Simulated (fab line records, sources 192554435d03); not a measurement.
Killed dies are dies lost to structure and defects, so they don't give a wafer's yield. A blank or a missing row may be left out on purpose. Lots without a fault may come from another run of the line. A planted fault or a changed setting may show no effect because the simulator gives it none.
fab line records | flow n5_finfet
record lots=7 wafers=39
route steps=1938 shown BEOL_M7@1308
start_h: hours from the record's first day to the start of the lot's first wafer shown | wait_h: hours since the lot's step before | " the same as in the row above | L1.1+2: a row that stands for several wafers | - no value, or no start given | * or withheld: withheld | < > ~ a bound
route shown NAME@n: a module of which the file shows steps, and the number in the route of the first | usual: mean/standard deviation of fault-free wafers | same: alike in all rows | chamber/n: place in a boat | sites: the reading at each site | _std_site: their standard deviation | _edge_site: outer sites' mean less inner sites' | radius_mm: how far each site lies from the wafer's centre | mask NAME#n: copy n | behind: the tool/chamber that last shaped the wafer | hold: why the lot was held/for how many hours/how that ended | device: the transistor (n, p or np) that didn't switch | end of line: the same wafers' tests at the end of the route | a step without rows: its recipe alone | killed: dies lost to structure and defects at the first sort, not the wafer's yield | map: a wafer's dies, x killed, . not, _ none there
set.NAME: the setting as run; set.NAME@STEP: as run at that earlier step | model.NAME: the simulator's own value behind a step, which no gauge read
lots whose settings were changed on purpose; a table a step, a row a wafer
## steps
# step N5_BEOL_M7_TRENCH_ETCH_37
# recipe chemistry=C4F6/O2 target_depth_a=934.78 target=SiCOH_lowk time_s=31.2 ion_energy_ev=250 pressure_mtorr=30 source_w=345 bias_w=185 Ar_flow_sccm=300 C4F6_flow_sccm=10 O2_flow_sccm=10
# columns lot.wafer tool chamber start_h wait_h set.time_s model.etch.depth_nm model.BEOL_M7.feature_depth_nm model.TiN_of_BEOL_M7_HM_DEP_02.thk_nm
L074.1 rie_diel-02 2 - - 22.33 68.55 68.6 18.2
L074.2 " 0 " " 31.2 93.41 93.4 17.4
L074.3 " 1 " " 22.33 68.04 68 18.2
L074.4 " 3 " " 31.2 94.91 95 17.2
L074.5 " 0 " " 31.2 93.6 93.6 17.4
L074.6 " 1 " " 22.33 67.81 67.8 18.2
L078.1 rie_diel-06 3 - - 31.2 92.98 93 17.4
L078.2 " 1 " " 31.2 93.42 93.4 17.2
L078.3 " 0 " " 31.2 92.56 92.6 17.2
L078.4 " 1 " " 21.05 62.67 62.6 18
L078.5 " 0 " " 21.05 62.64 62.6 18.2
L078.6 " 3 " " 21.05 61.99 62 18
L079.1 rie_diel-05 1 - - 40.33 119.8 119.8 16.6
L079.2 " 3 " " 40.33 117.7 117.6 17
L079.3 " 0 " " 31.2 91.92 92 17.6
L079.4 " 2 " " 31.2 92.75 92.8 17.6
L079.5 " 3 " " 40.33 118.9 119 16.8
L079.6 " 2 " " 31.2 93.24 93.2 17.6
L082.1 rie_diel-02 3 - - 31.2 94.79 94.8 17.2
L082.2 " 0 " " 31.2 92.97 93 17.4
L082.3 " 2 " " 31.2 95.33 95.4 17.2
L082.4 " 1 " " 18.63 55.85 55.8 18.6
L082.5 " 2 " " 18.63 56.71 56.8 18.4
L082.6 " 3 " " 18.63 56.59 56.6 18.2
L089.1 rie_diel-02 1 - - 31.2 93.56 93.6 17.2
L089.2 " 3 " " 19.87 59.52 59.6 18.2
L089.3 " 2 " " 31.2 94.12 94.2 17.2
L089.4 " 0 " " 19.87 58.64 58.6 18
L089.5 " 3 " " 31.2 93.98 94 17.4
L089.6 " 2 " " 19.87 60.64 60.6 18
L091.1 rie_diel-02 3 - - 31.2 94.35 94.4 17.2
L091.2 " 0 " " 31.2 91.49 91.4 17.2
L091.3 " 1 " " 31.2 93.74 93.8 17.2
L095.1 rie_diel-05 2 - - 36.28 107.2 107.2 17
L095.2 " 1 " " 36.28 106.7 106.8 17
L095.3 " 3 " " 31.2 90.76 90.8 17.6
L095.4 " 0 " " 31.2 90.99 91 17.4
L095.5 " 2 " " 31.2 91.09 91 17.4
L095.6 " 3 " " 36.28 105.1 105 17
# step N5_BEOL_M7_ETCH_41
# recipe chemistry=CH3F/O2 target=SiCN target_depth_a=319 taper_deg=2 time_s=57.8 ion_energy_ev=120 mask_material=TiN pressure_mtorr=30 source_w=395 bias_w=75 Ar_flow_sccm=150 CH3F_flow_sccm=30 O2_flow_sccm=20
# step N5_BEOL_M7_STRIP_80
# recipe chemistry=N2/H2 time_s=10 power_w=450 temp_c=40 pressure_mtorr=20 rf_frequency_hz=6e+07 bias_power_w=7 n2_flow_sccm=200 h2_flow_sccm=200
# step N5_BEOL_M7_OCD_MEAS_38
# usual trench_depth_nm=93.3/1.6
# columns lot.wafer tool chamber start_h wait_h set.time_s@BEOL_M7_TRENCH_ETCH_37 trench_depth_nm
L074.1 ocd-01 - 218.59 - 22.33 68.5
L074.2 " - " " 31.2 93.3
L074.3 " - " " 22.33 68.1
L074.4 " - " " 31.2 94.7
L074.5 " - " " 31.2 93.6
L074.6 " - " " 22.33 67.5
L078.1 ocd-02 - 254.48 - 31.2 93.1
L078.2 " - " " 31.2 93.0
L078.3 " - " " 31.2 92.0
L078.4 " - " " 21.05 62.9
L078.5 " - " " 21.05 62.7
L078.6 " - " " 21.05 61.9
L079.1 ocd-02 - 255.09 - 40.33 120.2
L079.2 " - " " 40.33 118.0
L079.3 " - " " 31.2 92.2
L079.4 " - " " 31.2 93.3
L079.5 " - " " 40.33 119.3
L079.6 " - " " 31.2 93.2
L082.1 ocd-01 - 290.08 - 31.2 94.9
L082.2 " - " " 31.2 93.7
L082.3 " - " " 31.2 95.5
L082.4 " - " " 18.63 56.2
L082.5 " - " " 18.63 56.4
L082.6 " - " " 18.63 56.3
L089.1 ocd-02 - 307.88 - 31.2 93.5
L089.2 " - " " 19.87 59.5
L089.3 " - " " 31.2 94.0
L089.4 " - " " 19.87 58.4
L089.5 " - " " 31.2 94.2
L089.6 " - " " 19.87 60.6
L091.1 ocd-02 - 326.21 - 31.2 94.3
L091.2 " - " " 31.2 91.9
L091.3 " - " " 31.2 93.8
L095.1 ocd-02 - 367.52 - 36.28 107.7
L095.2 " - " " 36.28 106.7
L095.3 " - " " 31.2 90.5
L095.4 " - " " 31.2 90.9
L095.5 " - " " 31.2 90.8
L095.6 " - " " 36.28 105.2
# step N5_BEOL_M7_HM_STRIP_39
# recipe chemistry=peroxide_tin_strip material=TiN target_depth_a=250 temp_c=50 time_s=158
# step N5_BEOL_M7_SRD_40
# recipe time_s=30 temp_c=23 rinse_liquid=diw dry=ipa_marangoni
# step N5_BEOL_M7_ECD_50
# recipe material=Cu target_thk_a=3000
# step N5_BEOL_M7_ANNEAL_51
# recipe temp_c=225 time_s=90 ambient=N2
# step N5_BEOL_M7_CMP_52
# recipe stop_on=SiCOH_lowk t_overpolish_s=6.9 down_force_psi=1 platen_rpm=50 clearing_platen_down_force_psi=1.5 clearing_platen_rpm=50 post_cmp_clean=cu_alkaline target_thk_nm=80 clearing_platen_pad_velocity_m_s=0.99484 pad_velocity_m_s=0.99484
# columns lot.wafer tool chamber start_h wait_h set.time_s@BEOL_M7_TRENCH_ETCH_37 model.Cu_of_BEOL_M7_ECD_50.thk_nm
L074.3 cmp-04 2 222.16 0.2 22.33 56.4
L074.2 " 3 " " 31.2 81
L074.4 " 0 " " 31.2 82
L074.1 " 1 " " 22.33 56.8
L074.6 " 2 " " 22.33 56
L074.5 " 3 " " 31.2 83.4
L078.2 cmp-04 3 257.03 0.2 31.2 80.4
L078.1 " 0 " " 31.2 79.2
L078.3 " 1 " " 31.2 79
L078.4 " 2 " " 21.05 49.2
L078.5 " 3 " " 21.05 49.6
L078.6 " 0 " " 21.05 49.4
L079.1 cmp-04 2 257.72 0.4 40.33 107.8
L079.2 " 3 " " 40.33 105.4
L079.3 " 0 " " 31.2 80.2
L079.4 " 1 " " 31.2 80.4
L079.5 " 2 " " 40.33 106.8
L079.6 " 3 " " 31.2 81
L082.1 cmp-04 2 292.67 0.3 31.2 82.4
L082.3 " 3 " " 31.2 82.8
L082.4+6 " 0,2 " " 18.63 42.6
L082.2 " 1 " " 31.2 78.8
L082.5 " 3 " " 18.63 43.8
L089.4 cmp-01 1 310.45 0.1 19.87 45.8
L089.1 " 2 " " 31.2 80.8
L089.2 " 3 " " 19.87 46
L089.3 " 0 " " 31.2 81.4
L089.6 " 1 " " 19.87 47.8
L089.5 " 2 " " 31.2 81
L091.3 cmp-01 2 328.79 0.2 31.2 81.8
L091.1 " 3 " " 31.2 82
L091.2 " 0 " " 31.2 80
L095.1 cmp-01 1 369.50 0.3 36.28 93
L095.4 " 2 " " 31.2 77.4
L095.2 " 3 " " 36.28 92.2
L095.3 " 0 " " 31.2 77.2
L095.5 " 1 " " 31.2 76.6
L095.6 " 2 " " 36.28 91.4
# step N5_BEOL_M7_THK_MEAS_53
# recipe thk_meas_gauge=xrf reads=Cu_of_BEOL_M7_ECD_50
# usual M7_THK=81.4/2
# columns lot.wafer tool chamber start_h wait_h set.time_s@BEOL_M7_TRENCH_ETCH_37 M7_THK[nm]
L074.1 film_metro-02 - 222.47 0.1 22.33 57.2
L074.2 " - " " 31.2 80.9
L074.3 " - " " 22.33 56.3
L074.4 " - " " 31.2 81.8
L074.5 " - " " 31.2 83.4
L074.6 " - " " 22.33 55.9
L078.1 film_metro-02 - 257.32 - 31.2 79.7
L078.2 " - " " 31.2 80.7
L078.3 " - " " 31.2 79.1
L078.4 " - " " 21.05 49.4
L078.5 " - " " 21.05 49.9
L078.6 " - " " 21.05 49.5
L079.1 film_metro-01 - 258.01 - 40.33 110.8
L079.2 " - " " 40.33 108.3
L079.3 " - " " 31.2 82.6
L079.4 " - " " 31.2 82.9
L079.5 " - " " 40.33 110.0
L079.6 " - " " 31.2 83.5
L082.1 film_metro-01 - 292.97 - 31.2 83.6
L082.2 " - " " 31.2 80.3
L082.3 " - " " 31.2 84.3
L082.4 " - " " 18.63 43.1
L082.5 " - " " 18.63 44.6
L082.6 " - " " 18.63 43.3
L089.1 film_metro-01 - 310.74 - 31.2 82.0
L089.2 " - " " 19.87 46.6
L089.3 " - " " 31.2 82.5
L089.4 " - " " 19.87 46.4
L089.5 " - " " 31.2 81.8
L089.6 " - " " 19.87 48.5
L091.1 film_metro-01 - 329.04 - 31.2 83.7
L091.2 " - " " 31.2 81.3
L091.3 " - " " 31.2 83.2
L095.1 film_metro-02 - 369.79 - 36.28 94.7
L095.2 " - " " 36.28 94.2
L095.3 " - " " 31.2 78.5
L095.4 " - " " 31.2 78.7
L095.5 " - " " 31.2 78.2
L095.6 " - " " 36.28 93.0
# step N5_BEOL_M7_PRE_CLEAN_55
# recipe gas=NH3 time_s=15 temp_c=withheld rf_power_w=300
# step N5_BEOL_M7_DEP_56
# recipe material=SiCN target_thk_a=100 temp_c=withheld precursor=3MS/NH3 pressure_torr=3 rf_w=202 time_s=17.5
# step N5_BEOL_M7_RS_MEAS_57
# recipe thk_meas_gauge=four-point-probe reads=Cu_of_BEOL_M7_ECD_50+Co_of_BEOL_M7_CVD_78+TaN_of_BEOL_M7_ALD_77
# usual M7_RS=0.284/0.0078
# columns lot.wafer tool chamber start_h wait_h set.time_s@BEOL_M7_TRENCH_ETCH_37 M7_RS[ohm/sq]
L074.1 film_metro-02 - 222.60 0.1 22.33 0.431
L074.2 " - " " 31.2 0.282
L074.3 " - " " 22.33 0.435
L074.4 " - " " 31.2 0.278
L074.5 " - " " 31.2 0.272
L074.6 " - " " 22.33 0.439
L078.1 film_metro-02 - 257.48 0.1 31.2 0.289
L078.2 " - " " 31.2 0.284
L078.3 " - " " 31.2 0.290
L078.4 " - " " 21.05 0.516
L078.5 " - " " 21.05 0.511
L078.6 " - " " 21.05 0.513
L079.1 film_metro-01 - 258.14 0.1 40.33 0.203
L079.2 " - " " 40.33 0.209
L079.3 " - " " 31.2 0.285
L079.4 " - " " 31.2 0.284
L079.5 " - " " 40.33 0.205
L079.6 " - " " 31.2 0.282
L082.1 film_metro-02 - 293.10 0.1 31.2 0.276
L082.2 " - " " 31.2 0.290
L082.3 " - " " 31.2 0.275
L082.4 " - " " 18.63 0.619
L082.5 " - " " 18.63 0.599
L082.6 " - " " 18.63 0.618
L089.1 film_metro-02 - 310.87 0.1 31.2 0.282
L089.2 " - " " 19.87 0.563
L089.3 " - " " 31.2 0.280
L089.4 " - " " 19.87 0.566
L089.5 " - " " 31.2 0.282
L089.6 " - " " 19.87 0.534
L091.1 film_metro-02 - 329.17 0.1 31.2 0.277
L091.2 " - " " 31.2 0.286
L091.3 " - " " 31.2 0.278
L095.1 film_metro-02 - 369.92 0.1 36.28 0.240
L095.2 " - " " 36.28 0.242
L095.3 " - " " 31.2 0.298
L095.4 " - " " 31.2 0.297
L095.5 " - " " 31.2 0.300
L095.6 " - " " 36.28 0.245
## key
split step=N5_BEOL_M7_TRENCH_ETCH_37 setting=time_s stated=31.2 by=wafer
response step=N5_BEOL_M7_TRENCH_ETCH_37 reading=model.etch.depth_nm change=+0.931 per=1% r=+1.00
response step=N5_BEOL_M7_TRENCH_ETCH_37 reading=model.BEOL_M7.feature_depth_nm change=+0.932 per=1% r=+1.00
response step=N5_BEOL_M7_TRENCH_ETCH_37 reading=model.TiN_of_BEOL_M7_HM_DEP_02.thk_nm change=-0.0264 per=1% r=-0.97
response step=N5_BEOL_M7_OCD_MEAS_38 reading=trench_depth_nm change=+0.934 per=1% r=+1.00
response step=N5_BEOL_M7_CMP_52 reading=model.Cu_of_BEOL_M7_ECD_50.thk_nm change=+0.931 per=1% r=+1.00
response step=N5_BEOL_M7_THK_MEAS_53 reading=M7_THK change=+0.942 per=1% r=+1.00
response step=N5_BEOL_M7_RS_MEAS_57 reading=M7_RS change=-0.00646 per=1% r=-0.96
